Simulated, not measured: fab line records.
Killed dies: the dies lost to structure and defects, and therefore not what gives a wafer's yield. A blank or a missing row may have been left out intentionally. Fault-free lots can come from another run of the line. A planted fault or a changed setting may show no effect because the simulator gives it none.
fab line records | flow n5_finfet
[record] lots = 10 wafers = 29 last_day = 17
route steps=1938 shown BEOL_M2@891 PAD_METAL@1894 PASSIVATION@1911
lots that met no fault: taken from a fault-free run of the same line
start_h: hours from the record's opening day to when the first of the lot's shown wafers began | wait_h: hours elapsed since this lot's preceding step | " the same as in the row above | L1.1+2: a row that stands for several wafers | - no value present, or no start provided | * or withheld: withheld | < > ~ a bound
route shown NAME@n: names a module that has steps shown in the file, with the first one's number in the route | usual: mean/standard deviation of fault-free wafers | same: alike in all rows | chamber/n: place in a boat | sites: readings site by site | _std_site: how widely they spread, as a standard deviation | _edge_site: the outer-site mean with the inner-site mean subtracted | radius_mm: for every site, how far away it sits from the centre of the wafer | mask NAME#n: copy n | behind: the most recent tool/chamber to have shaped the wafer | hold: why the lot was held/for how many hours/how that ended | device: transistor that didn't switch, given as n, p or np | end of line: tests run on the same wafers once the route is complete | where a step has no rows: the recipe by itself | killed: dies that structure and defects cost at the first sort, which is not the same as the wafer's yield | map: dies across one wafer; x = killed, . = not, _ = none there
set.NAME: the setting that was run; set.NAME@STEP: the one run at that earlier step | model.NAME: the simulator's own value behind a step, which no gauge read
a sample of lots followed through the steps of the route, with each step as a table and each wafer as a row
services: a tool's chamber out of use, with start hour (start_h, from the record's first day; less than 0 if before it), hours out, and reason
[[steps]]
[step N5_BEOL_M2_ETCH_41]
[recipe] chemistry = CH3F/O2 target = SiCN target_depth_a = 299 taper_deg = 2 time_s = 52.5 ion_energy_ev = 120 mask_material = TiN pressure_mtorr = 30 source_w = 395 bias_w = 75 Ar_flow_sccm = 150 CH3F_flow_sccm = 30 O2_flow_sccm = 20
[usual] drypump_motor_current_A = 5.6/0.43 mfc_ar_sccm = 150.0/0.49 oes_product_au = 0.81/0.082 rf_vpp_V = 297.4/1.3 showerhead_plenum_p_Torr = 2.01/0.06 throttle_valve_pct = 16.36/0.24
// columns lot.wafer tool chamber start_h wait_h drypump_motor_current_A mfc_ar_sccm oes_product_au rf_hours_counter_h rf_vpp_V showerhead_plenum_p_Torr throttle_valve_pct
L325.1 rie_diel-02 3 144.56 - 5.1 150.1 0.86 44 297.7 2.04 16.25
L325.2 " 2 " " 5.7 149.8 0.89 32 296.2 1.97 16.35
L325.4 " 1 " " 6.2 148.8 0.77 109 296.4 2.00 16.34
L326.1 rie_diel-03 2 147.03 - 5.5 150.2 0.79 119 299.3 2.09 16.39
L326.2 " 0 " " 5.4 148.8 0.71 223 294.2 1.89 16.40
L326.4 " 3 " " 6.2 150.0 0.87 67 298.1 2.03 16.10
L327.1 rie_diel-02 0 152.76 - 5.2 149.6 0.97 11 296.9 1.97 16.19
L327.4 " 1 " " 6.1 150.6 0.78 112 298.4 2.00 16.35
L327.6 " 0 " " 5.2 149.9 0.97 - 296.9 1.97 16.20
L331.3 rie_diel-02 3 184.62 - 5.1 150.0 0.84 59 299.3 2.03 16.27
L331.5 " 0 " " 5.2 150.3 0.94 - 296.8 1.97 16.22
L331.6 " 3 " " 5.1 149.6 0.84 - 299.2 2.03 16.27
L332.1 rie_diel-02 3 187.45 - 5.1 150.5 0.83 60 296.7 2.03 16.27
L332.3 " 2 " " 5.7 150.0 0.87 48 296.3 1.96 16.34
L332.6 " 0 " " 5.2 150.2 0.94 - 297.1 1.97 16.21
L339.1 rie_diel-03 3 230.77 - 6.2 149.9 0.81 99 295.4 2.02 16.16
L339.2 " 2 " " 5.5 149.8 0.76 151 299.2 2.08 16.45
L339.6 " 3 " " 6.2 150.5 0.81 - 299.6 2.02 16.15
L340.3 rie_diel-03 1 234.56 - 6.2 150.7 0.70 252 296.8 1.98 16.91
L340.6 " 1 " " 6.2 149.8 0.70 - 296.5 1.98 16.92
L344.3 rie_diel-02 2 268.07 - 5.7 150.4 0.82 81 297.2 1.95 16.42
L344.5 " 1 " " 6.2 150.5 0.73 - 298.5 1.99 16.44
L344.6 " 2 " " 5.7 149.3 0.82 - 295.7 1.95 16.42
L345.3 rie_diel-06 1 268.10 - 5.3 150.4 0.68 224 298.5 2.07 16.72
L345.5 " 2 " " 5.4 150.4 0.89 - 300.8 2.12 15.93
L345.6 " 1 " " 5.4 150.0 0.68 - 299.0 2.07 16.73
L346.1 rie_diel-02 0 268.56 - 5.2 149.9 0.89 57 296.2 1.96 16.29
L346.4 " 2 " " 5.7 149.8 0.82 81 295.7 1.95 16.42
L346.5 " 2 " " 5.7 149.8 0.83 - 295.5 1.95 16.43
[step N5_PASSIVATION_PRE_CLEAN_19]
[recipe] gas = H2/He time_s = * temp_c = *
[usual] heater_power_w = 464/49
// columns lot.wafer tool chamber start_h wait_h heater_power_w
L325.1 pvd_sputter-03 - 267.85 0.0 440
L325.2 " - " " 406
L325.4 " - " " 420
L326.1 pvd_sputter-02 - 272.71 0.0 485
L326.2 " - " " 524
L326.4 " - " " 404
L327.1 pvd_sputter-03 - 277.39 0.0 400
L327.4 " - " " 422
L327.6 " - " " 411
L331.3 pvd_sputter-01 - 311.86 0.0 538
L331.5 " - " " 573
L331.6 " - " " 455
L332.1 pvd_sputter-03 - 311.94 0.0 396
L332.3 " - " " 421
L332.6 " - " " 418
L339.1 pvd_sputter-01 - 361.28 0.0 460
L339.2 " - " " 447
L339.6 " - " " 526
L340.3 pvd_sputter-01 - 362.01 0.0 471
L340.6 " - " " 561
L344.3 pvd_sputter-02 - 392.54 0.0 487
L344.5 " - " " 496
L344.6 " - " " 440
L345.3 pvd_sputter-03 - 399.35 0.0 427
L345.5 " - " " 490
L345.6 " - " " 403
L346.1 pvd_sputter-01 - 403.51 0.0 463
L346.4 " - " " 524
L346.5 " - " " 449
[step N5_PASSIVATION_STRIP_34]
[recipe] chemistry = O2 power_w = 600 temp_c = 60 pressure_mtorr = 30 rf_frequency_hz = 6e+07 bias_power_w = 0 overash_fraction = 2 o2_flow_sccm = 225
[usual] drypump_motor_current_A = 5.5/0.43 oes_product_au = 0.81/0.076 rf_vpp_V = 3.6/1.5 showerhead_plenum_p_Torr = 2.10/0.062 throttle_valve_pct = 16.64/0.23
// columns lot.wafer tool chamber start_h wait_h drypump_motor_current_A oes_product_au rf_hours_counter_h rf_vpp_V showerhead_plenum_p_Torr throttle_valve_pct
L325.1 rie_diel-02 1 269.45 0.2 6.1 0.72 159 2.9 2.08 16.77
L325.2 " 2 " " 5.8 0.83 82 1.6 2.05 16.83
L325.4 " 3 " " 5.1 0.78 92 5.0 2.12 16.74
L326.1 rie_diel-03 0 274.13 0.1 5.4 0.98 16 1.9 2.22 16.28
L326.2 " 2 " " 5.5 0.75 173 1.5 2.16 16.79
L326.4 " 0 " " 5.4 0.97 - 5.2 2.22 16.33
L327.1 rie_diel-02 1 278.82 0.1 6.2 0.72 162 1.5 2.08 16.70
L327.4 " 3 " " 5.1 0.79 96 4.1 2.12 16.76
L327.6 " 2 " " 5.7 0.83 - 4.0 2.05 16.81
L331.3 rie_diel-03 1 313.34 0.1 6.2 0.91 19 2.7 2.06 16.84
L331.5 " 3 " " 6.2 0.77 - 2.8 2.12 16.69
L331.6 " 0 " " 5.4 0.95 - 2.0 2.21 16.28
L332.1 rie_diel-06 3 313.37 0.1 4.9 0.84 57 4.8 2.03 16.77
L332.3 " 2 " " 5.4 0.84 63 3.6 2.20 16.25
L332.6 " 3 " " 4.9 0.86 - 8.9 2.03 16.74
L339.1 rie_diel-06 3 362.77 0.1 4.9 0.85 72 1.3 2.03 16.82
L339.2 " 2 " " 5.4 0.84 83 6.4 2.19 16.27
L339.6 " 3 " " 4.9 0.84 - 3.4 2.03 16.84
L340.3 rie_diel-02 2 363.34 0.1 5.7 0.79 115 2.3 2.04 16.84
L340.6 " 0 " " 5.2 0.82 - 2.5 2.03 16.57
L344.3 rie_diel-06 1 393.97 0.1 5.3 0.98 8 5.5 2.15 16.57
L344.5 " 3 " " 4.9 0.81 - 1.5 2.02 16.77
L344.6 " 2 " " 5.4 0.81 - 4.1 2.19 16.28
L345.3 rie_diel-06 0 400.66 0.1 5.8 0.89 29 3.9 2.06 16.30
L345.5 " 3 " " 4.9 0.82 - 3.7 2.02 16.87
L345.6 " 2 " " 5.4 0.78 - 3.2 2.18 16.31
L346.1 rie_diel-02 0 404.89 0.1 5.3 0.81 102 5.8 2.02 16.62
L346.4 " 2 " " 5.7 0.77 130 6.3 2.03 16.89
L346.5 " 0 " " 5.2 0.81 - 0.6 2.02 16.59
[step N5_PASSIVATION_DESCUM_46]
[recipe] chemistry = O2 time_s = 7.9 source_power_w = 50 bias_power_w = 20 pressure_mtorr = 20 rf_frequency_hz = 2.712e+07 temp_c = 40 o2_flow_sccm = 225
[usual] drypump_motor_current_A = 5.5/0.42 oes_product_au = 0.79/0.077 rf_vpp_V = 243.2/1.3 showerhead_plenum_p_Torr = 2.09/0.062 throttle_valve_pct = 20.45/0.24
// columns lot.wafer tool chamber start_h wait_h drypump_motor_current_A oes_product_au rf_hours_counter_h rf_vpp_V showerhead_plenum_p_Torr throttle_valve_pct
L325.1 rie_diel-06 0 270.71 0.0 5.8 0.69 240 242.6 2.07 20.42
L325.2 " 1 " " 5.3 0.68 225 244.2 2.16 20.81
L325.4 " 2 " " 5.4 0.86 47 243.5 2.20 19.96
L326.1 rie_diel-06 3 275.27 0.0 4.9 0.87 44 240.8 2.03 20.55
L326.2 " 1 " " 5.4 0.67 226 244.4 2.16 20.79
L326.4 " 0 " " 5.8 0.68 242 242.7 2.06 20.42
L327.1 rie_diel-06 2 280.19 0.0 5.4 0.87 50 244.8 2.20 19.96
L327.4 " 3 " " 4.9 0.87 45 242.4 2.03 20.53
L327.6 " 2 " " 5.4 0.87 - 244.0 2.20 19.96
L331.3 rie_diel-02 3 314.60 0.0 5.1 0.77 108 243.7 2.11 20.52
L331.5 " 0 " " 5.2 0.84 - 242.3 2.03 20.37
L331.6 " 1 " " 6.2 0.71 - 243.1 2.07 20.51
L332.1 rie_diel-03 1 314.97 0.2 6.2 0.90 20 243.1 2.06 20.70
L332.3 " 3 " " 6.2 0.78 133 242.8 2.11 20.41
L332.6 " 0 " " 5.4 0.94 - 245.6 2.21 20.05
L339.1 rie_diel-03 3 363.94 0.1 6.2 0.77 152 243.6 2.11 20.44
L339.2 " 2 " " 5.5 0.71 204 244.6 2.14 20.49
L339.6 " 0 " " 5.4 0.90 - 245.5 2.20 20.09
L340.3 rie_diel-02 0 365.11 0.6 5.2 0.81 90 243.1 2.02 20.40
L340.6 " 2 " " 5.8 0.78 - 242.3 2.03 20.69
L344.3 rie_diel-03 0 395.22 0.0 5.4 0.88 63 245.2 2.20 20.10
L344.5 " 0 " " 5.4 0.88 - 245.8 2.20 20.09
L344.6 " 1 " " 6.2 0.86 - 242.2 2.05 20.76
L345.3 rie_diel-02 2 401.87 0.1 5.7 0.78 129 242.9 2.03 20.68
L345.5 " 1 " " 6.2 0.69 - 242.9 2.06 20.58
L345.6 " 0 " " 5.2 0.81 - 241.5 2.02 20.42
L346.1 rie_diel-02 2 406.17 0.0 5.8 0.78 131 242.7 2.03 20.69
L346.4 " 3 " " 5.1 0.74 139 242.2 2.10 20.56
L346.5 " 2 " " 5.7 0.78 - 241.9 2.03 20.69
[step N5_PASSIVATION_PROBE_49]
[usual] defect_limited_yield = 91.0/1.4 killed_at_M0_to_M3 = 35/10 killed_at_M4_up = 13/6 killed_at_contacts = 13/6.4 killed_at_front_end = 42/12 killed_at_other = 3.2/2.4 killed_dies = 107/17 killed_open = 69/13 killed_short = 33/7.3 sort_bin_5_function = 5.3/0.92 sort_bin_6_memory = 3.3/0.66 sort_bin_8_speed = 0.00/0.035 sort_n_pass = 1073/17 sort_yield_pct = 90.9/1.4
[same] gross_dies = 1180 killed_at_back_side = 0 sort_bin_4_leakage[%] = 0
// columns lot.wafer tool chamber start_h wait_h defect_limited_yield[%] killed_at_M0_to_M3 killed_at_M4_up killed_at_contacts killed_at_front_end killed_at_other killed_dies killed_open killed_short sort_bin_5_function[%] sort_bin_6_memory[%] sort_bin_8_speed[%] sort_n_pass sort_yield_pct[%]
L325.1 prober-01 - 273.75 0.0 90.7 18 16 13 58 5 110 59 42 4.8 3.7 0 1070 90.7
L325.2 prober-01 - 273.80 0.1 91.5 35 10 14 38 3 100 59 37 5.1 3.2 0 1080 91.5
L325.4 prober-01 - 273.90 0.2 91.2 36 9 20 28 11 104 54 42 5.3 3.1 0 1076 91.2
L326.1 prober-02 - 278.56 0.3 90.8 43 6 11 46 2 108 57 43 4.7 3.6 0 1072 90.8
L326.2 prober-02 - 278.61 0.3 88.4 71 7 15 41 3 137 77 56 6.9 4.4 0.25 1040 88.1
L326.4 prober-02 - 278.71 0.4 90.1 42 10 15 42 8 117 78 29 5.8 3.6 0 1063 90.1
L327.1 prober-01 - 283.23 0.0 90.9 36 26 4 36 5 107 70 34 5.0 3.7 0 1073 90.9
L327.4 prober-01 - 283.38 0.2 89.2 28 19 11 66 3 127 77 43 6.3 3.7 0 1053 89.2
L327.6 prober-01 - 283.48 0.3 91.9 33 21 4 36 1 95 67 22 4.9 2.8 0 1085 91.9
L331.3 prober-02 - 317.78 0.1 89.0 46 12 10 57 5 130 81 35 6.2 4.1 0 1050 89.0
L331.5 prober-02 - 317.88 0.2 92.3 41 7 9 32 2 91 46 41 4.0 3.2 0 1089 92.3
L331.6 prober-02 - 317.93 0.3 93.1 26 17 6 28 4 81 47 25 4.4 2.1 0 1099 93.1
L332.1 prober-01 - 318.02 0.0 91.8 22 11 19 38 7 97 63 27 5.1 2.8 0 1083 91.8
L332.3 prober-01 - 318.12 0.1 76.9 186 18 17 43 8 272 82 38 13.4 6.0 0 908 76.9
L332.6 prober-01 - 318.27 0.3 92.4 38 18 7 26 1 90 56 33 4.7 2.6 0 1090 92.4
L339.1 prober-01 - 366.99 0.0 90.5 26 17 7 58 4 112 75 34 6.6 2.5 0 1068 90.5
L339.2 prober-01 - 367.04 0.1 90.2 21 24 13 57 1 116 78 35 5.8 3.9 0 1064 90.2
L339.6 prober-01 - 367.24 0.3 89.1 36 14 12 64 3 129 87 31 5.8 4.4 0 1051 89.1
L340.3 prober-01 - 369.06 0.1 92.0 37 23 10 21 3 94 64 27 4.5 3.3 0 1086 92.0
L340.6 prober-01 - 369.21 0.3 91.3 35 9 15 36 8 103 73 28 5.6 3.1 0 1077 91.3
L344.3 prober-01 - 398.37 0.1 90.6 52 8 10 37 4 111 70 39 5.6 3.4 0 1069 90.6
L344.5 prober-01 - 398.47 0.2 93.1 31 15 10 18 7 81 50 31 3.6 2.8 0 1099 93.1
L344.6 prober-01 - 398.52 0.3 89.7 49 16 8 44 4 121 90 26 5.5 4.4 0 1059 89.7
L345.3 prober-01 - 405.03 0.1 89.2 40 11 26 49 2 128 82 45 6.3 4.2 0 1052 89.2
L345.5 prober-01 - 405.13 0.2 90.7 42 16 15 36 1 110 70 36 5.5 3.5 0 1070 90.7
L345.6 prober-01 - 405.18 0.3 93.1 27 5 12 37 0 81 58 20 4.5 2.1 0 1099 93.1
L346.1 prober-02 - 409.21 0.0 93.0 33 8 17 22 3 83 60 21 3.1 3.5 0 1097 93.0
L346.4 prober-02 - 409.36 0.2 92.0 41 5 17 27 4 94 59 34 5.1 2.5 0 1086 92.0
L346.5 prober-02 - 409.41 0.2 91.8 25 13 14 42 3 97 63 32 4.7 2.7 0 1083 91.8
// killed by level:class
L325.1 FIN_SAQP:geometric_particle:short=17 FIN_SAQP:geometric_particle:open=15 MOL_CONTACT_COAG:geometric_particle:open=9 BEOL_M4:geometric_particle:open=7 STI_FIN_REVEAL:geometric_particle:open=6 BEOL_M0_SAQP:geometric_particle:open=5 BEOL_M0_SAQP:geometric_particle:short=5 HKMG_FIN:area_etch=4
L325.2 BEOL_M0_SAQP:geometric_particle:open=12 MOL_CONTACT_COAG:geometric_particle:open=11 FIN_SAQP:geometric_particle:short=10 BEOL_M0_SAQP:geometric_particle:short=9 BEOL_M3:geometric_particle:open=7 FIN_SAQP:geometric_particle:open=5 STI_FIN_REVEAL:geometric_particle:open=4 STI_FIN_REVEAL:geometric_particle:short=3
L325.4 MOL_CONTACT_COAG:geometric_particle:open=14 BEOL_M0_SAQP:geometric_particle:short=13 BEOL_M3:geometric_particle:open=7 FIN_SAQP:geometric_particle:short=6 BEOL_M0_SAQP:geometric_particle:open=6 GATE_CUT:geometric_particle:short=5 PASS1_CAP:geometric_particle:short=5 FIN_SAQP:geometric_particle:open=3
L326.1 FIN_SAQP:geometric_particle:short=11 BEOL_M0_SAQP:geometric_particle:open=11 BEOL_M0_SAQP:geometric_particle:short=10 MOL_CONTACT_COAG:geometric_particle:open=8 HKMG_FIN:area_etch=6 BEOL_M1:geometric_particle:open=5 FIN_SAQP:geometric_particle:open=4 GATE_CUT:geometric_particle:open=4
L326.2 BEOL_M3:geometric_particle:open=17 BEOL_M0_SAQP:geometric_particle:short=16 BEOL_M1:geometric_particle:open=12 MOL_CONTACT_COAG:geometric_particle:open=11 GATE_CUT:geometric_particle:short=8 BEOL_M0_SAQP:geometric_particle:open=8 BEOL_M3:geometric_particle:short=6 BEOL_M2:geometric_particle:open=6
L326.4 BEOL_M0_SAQP:geometric_particle:open=15 MOL_CONTACT_COAG:geometric_particle:open=11 STI_FIN_REVEAL:geometric_particle:open=6 GATE_CUT:geometric_particle:open=6 BEOL_M3:geometric_particle:open=6 BEOL_M2:geometric_particle:short=5 HKMG_FIN:area_etch=5 FIN_SAQP:geometric_particle:open=4
L327.1 BEOL_M3:geometric_particle:open=11 BEOL_M0_SAQP:geometric_particle:short=10 FIN_SAQP:geometric_particle:open=9 BEOL_M4:geometric_particle:open=8 STI_FIN_REVEAL:geometric_particle:open=6 FIN_SAQP:geometric_particle:short=5 BEOL_M5:geometric_particle:open=5 MOL_CONTACT_COAG:geometric_particle:open=4
L327.4 FIN_SAQP:geometric_particle:open=12 MOL_CONTACT_COAG:geometric_particle:open=11 STI_FIN_REVEAL:geometric_particle:open=10 BEOL_M3:geometric_particle:open=10 BEOL_M4:geometric_particle:open=9 GATE_CUT:geometric_particle:short=8 FIN_SAQP:geometric_particle:short=7 BEOL_M0_SAQP:geometric_particle:short=6
L327.6 STI_FIN_REVEAL:geometric_particle:open=11 BEOL_M2:geometric_particle:open=11 BEOL_M4:geometric_particle:open=9 BEOL_M1:geometric_particle:open=6 GATE_CUT:geometric_particle:short=5 FIN_SAQP:geometric_particle:open=4 MOL_CONTACT_COAG:geometric_particle:open=4 BEOL_M2:geometric_particle:short=4
L331.3 STI_FIN_REVEAL:geometric_particle:open=20 BEOL_M0_SAQP:geometric_particle:open=13 BEOL_M0_SAQP:geometric_particle:short=10 BEOL_M2:geometric_particle:open=9 MOL_CONTACT_COAG:geometric_particle:open=9 DUMMY_GATE:geometric_particle:open=8 FIN_SAQP:geometric_particle:open=7 HKMG_FIN:area_etch=6
L331.5 BEOL_M0_SAQP:geometric_particle:short=14 STI_FIN_REVEAL:geometric_particle:open=10 BEOL_M0_SAQP:geometric_particle:open=7 BEOL_M1:geometric_particle:open=7 MOL_CONTACT_COAG:geometric_particle:open=6 BEOL_M2:geometric_particle:open=6 STARTING-WAFER:geometric_particle:short=6 GATE_CUT:geometric_particle:short=3
L331.6 BEOL_M2:geometric_particle:open=7 DUMMY_GATE:geometric_particle:open=5 MOL_CONTACT_COAG:geometric_particle:open=5 BEOL_M0_SAQP:geometric_particle:open=4 BEOL_M0_SAQP:geometric_particle:short=4 BEOL_M4:geometric_particle:open=4 STARTING-WAFER:geometric_particle:open=4 FIN_SAQP:geometric_particle:short=3
L332.1 FIN_SAQP:geometric_particle:open=18 MOL_CONTACT_COAG:geometric_particle:open=14 FIN_SAQP:geometric_particle:short=6 BEOL_M3:geometric_particle:open=6 STI_FIN_REVEAL:geometric_particle:open=4 BEOL_M0_SAQP:geometric_particle:short=4 STARTING-WAFER:geometric_particle:short=4 MOL_CONTACT_COAG:geometric_particle:short=3
L332.3 BEOL_M2:unspecified=144 MOL_CONTACT_COAG:geometric_particle:open=11 FIN_SAQP:geometric_particle:short=11 FIN_SAQP:geometric_particle:open=10 BEOL_M1:geometric_particle:open=9 BEOL_M0:geometric_particle:open=6 BEOL_M0_SAQP:geometric_particle:short=5 BEOL_M2:geometric_particle:open=5
L332.6 BEOL_M0_SAQP:geometric_particle:short=11 BEOL_M0_SAQP:geometric_particle:open=8 BEOL_M3:geometric_particle:open=8 GATE_CUT:geometric_particle:open=6 MOL_CONTACT_COAG:geometric_particle:open=6 BEOL_M5:geometric_particle:open=5 BEOL_M4:geometric_particle:open=4 FIN_SAQP:geometric_particle:short=3
L339.1 FIN_SAQP:geometric_particle:open=21 FIN_SAQP:geometric_particle:short=10 STI_FIN_REVEAL:geometric_particle:open=8 GATE_CUT:geometric_particle:short=7 BEOL_M4:geometric_particle:open=7 BEOL_M0_SAQP:geometric_particle:open=6 BEOL_M0_SAQP:geometric_particle:short=6 MOL_CONTACT_COAG:geometric_particle:open=5
L339.2 BEOL_M4:geometric_particle:open=17 FIN_SAQP:geometric_particle:short=14 FIN_SAQP:geometric_particle:open=11 MOL_CONTACT_COAG:geometric_particle:open=10 STI_FIN_REVEAL:geometric_particle:open=10 GATE_CUT:geometric_particle:short=7 BEOL_M0_SAQP:geometric_particle:open=6 BEOL_M0_SAQP:geometric_particle:short=5
L339.6 FIN_SAQP:geometric_particle:open=29 MOL_CONTACT_COAG:geometric_particle:open=11 BEOL_M0_SAQP:geometric_particle:short=10 BEOL_M4:geometric_particle:open=9 STI_FIN_REVEAL:geometric_particle:open=8 FIN_SAQP:geometric_particle:short=7 BEOL_M0_SAQP:geometric_particle:open=6 BEOL_M3:geometric_particle:open=6
L340.3 BEOL_M2:geometric_particle:open=9 MOL_CONTACT_COAG:geometric_particle:open=8 BEOL_M3:geometric_particle:open=6 BEOL_M4:geometric_particle:open=6 ILD0:geometric_particle:open=5 BEOL_M0_SAQP:geometric_particle:short=5 BEOL_M6:geometric_particle:open=5 BEOL_M0:geometric_particle:short=4
L340.6 BEOL_M0_SAQP:geometric_particle:open=9 MOL_CONTACT_COAG:geometric_particle:open=8 BEOL_M2:geometric_particle:open=8 STI_FIN_REVEAL:geometric_particle:open=7 FIN_SAQP:geometric_particle:open=6 MOL_CONTACT_COAG:geometric_particle:short=6 BEOL_M3:geometric_particle:open=6 BEOL_M1:geometric_particle:open=5
L344.3 BEOL_M2:geometric_particle:open=17 FIN_SAQP:geometric_particle:short=10 BEOL_M0_SAQP:geometric_particle:open=9 STI_FIN_REVEAL:geometric_particle:open=9 BEOL_M1:geometric_particle:open=9 MOL_CONTACT_COAG:geometric_particle:open=7 BEOL_M1:geometric_particle:short=6 BEOL_M2:geometric_particle:short=6
L344.5 BEOL_M1:geometric_particle:open=11 MOL_CONTACT_COAG:geometric_particle:open=10 BEOL_M2:geometric_particle:open=6 BEOL_M4:geometric_particle:short=6 BEOL_M3:geometric_particle:open=5 BEOL_M0_SAQP:geometric_particle:short=4 FIN_SAQP:geometric_particle:short=3 DUMMY_GATE:geometric_particle:short=3
L344.6 BEOL_M1:geometric_particle:open=18 BEOL_M2:geometric_particle:open=16 STI_FIN_REVEAL:geometric_particle:open=14 FIN_SAQP:geometric_particle:open=7 MOL_CONTACT_COAG:geometric_particle:open=7 BEOL_M0_SAQP:geometric_particle:open=5 FIN_SAQP:geometric_particle:short=4 DUMMY_GATE:geometric_particle:open=4
L345.3 MOL_CONTACT_COAG:geometric_particle:open=22 DUMMY_GATE:geometric_particle:open=13 BEOL_M0_SAQP:geometric_particle:short=13 STI_FIN_REVEAL:geometric_particle:open=9 BEOL_M0_SAQP:geometric_particle:open=9 FIN_SAQP:geometric_particle:short=8 MOL_CONTACT_COAG:geometric_particle:short=4 DUMMY_GATE:geometric_particle:short=4
L345.5 BEOL_M0_SAQP:geometric_particle:open=15 MOL_CONTACT_COAG:geometric_particle:open=13 BEOL_M0_SAQP:geometric_particle:short=12 STI_FIN_REVEAL:geometric_particle:open=9 BEOL_M5:geometric_particle:open=7 BEOL_M0:geometric_particle:open=6 FIN_SAQP:geometric_particle:open=4 STI_FIN_REVEAL:geometric_particle:short=4
L345.6 STI_FIN_REVEAL:geometric_particle:open=15 MOL_CONTACT_COAG:geometric_particle:open=10 BEOL_M0_SAQP:geometric_particle:open=9 STI_FIN_REVEAL:geometric_particle:short=4 BEOL_M0_SAQP:geometric_particle:short=4 BEOL_M3:geometric_particle:open=4 DUMMY_GATE:geometric_particle:open=3 GATE_CUT:geometric_particle:short=3
L346.1 MOL_CONTACT_COAG:geometric_particle:open=13 BEOL_M0_SAQP:geometric_particle:open=11 STI_FIN_REVEAL:geometric_particle:open=5 BEOL_M4:geometric_particle:open=5 BEOL_M3:geometric_particle:open=4 MOL_CONTACT_COAG:geometric_particle:short=4 BEOL_M0_SAQP:geometric_particle:short=4 BEOL_M0:geometric_particle:open=4
L346.4 MOL_CONTACT_COAG:geometric_particle:open=13 BEOL_M0_SAQP:geometric_particle:open=10 BEOL_M0_SAQP:geometric_particle:short=7 GATE_CUT:geometric_particle:short=6 BEOL_M2:geometric_particle:open=5 BEOL_M3:geometric_particle:open=5 BEOL_M3:geometric_particle:short=5 MOL_CONTACT_COAG:geometric_particle:short=4
L346.5 STI_FIN_REVEAL:geometric_particle:open=13 MOL_CONTACT_COAG:geometric_particle:open=11 BEOL_M2:geometric_particle:open=8 FIN_SAQP:geometric_particle:open=7 BEOL_M4:geometric_particle:open=6 STARTING-WAFER:geometric_particle:open=5 FIN_SAQP:geometric_particle:short=4 GATE_CUT:geometric_particle:short=4
[[services]]
// columns tool chamber start_h hours kind
rie_diel-06 1 126.45 1.2 repair
pvd_sputter-03 - 136.53 4.5 repair
rie_diel-06 - 178.23 14.6 pm
rie_diel-06 2 210.88 4.2 repair
rie_diel-06 - 246.45 15.6 pm
rie_diel-03 1 272.43 3.8 repair
rie_diel-06 0 299.85 - clean
rie_diel-06 0 299.85 - consumable_replace:esc
rie_diel-06 0 299.85 - consumable_replace:focus_ring
rie_diel-06 0 299.85 24.4 scheduled_down
rie_diel-06 0 299.85 24.4 vent_cycle
rie_diel-06 1 325.72 3.3 repair
rie_diel-06 0 334.10 3.4 repair
rie_diel-06 3 336.91 10.0 repair
rie_diel-06 1 347.05 - clean
rie_diel-06 1 347.05 - consumable_replace:focus_ring
rie_diel-06 1 347.05 24.7 scheduled_down
rie_diel-06 - 351.65 0.6 repair
rie_diel-03 1 356.01 2.6 repair
rie_diel-03 1 368.38 5.3 repair
rie_diel-03 2 373.09 17.8 repair
rie_diel-02 0 379.52 4.8 repair
rie_diel-02 - 379.68 0.7 repair
pvd_sputter-01 - 391.65 2.4 repair
[[key]]
[first_sign] step = N5_PASSIVATION_PROBE_49 reading = killed_at_M0_to_M3 direction = up sigmas = 14 usual = 35 struck = 186
[effect] step = N5_PASSIVATION_PROBE_49 reading = killed_dies direction = up sigmas = 10 usual = 107 struck = 272
[more_kills_born_at] N5_BEOL_M2_ETCH_41@rie_diel-02 = 144
met_at N5_BEOL_M2_ETCH_41
struck_lots L332
struck_wafers L332.3
not_acting_at N5_PASSIVATION_PRE_CLEAN_19,N5_PASSIVATION_STRIP_34,N5_PASSIVATION_DESCUM_46
onset_between 144.56 187.45
[fault] kind = chamber_particle_source tool = rie_diel-02 chamber = 2 onset_h = 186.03 steps = N5_BEOL_M2_ETCH_41 rate_per_visit_cm2 = 1.2699 end_h = 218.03
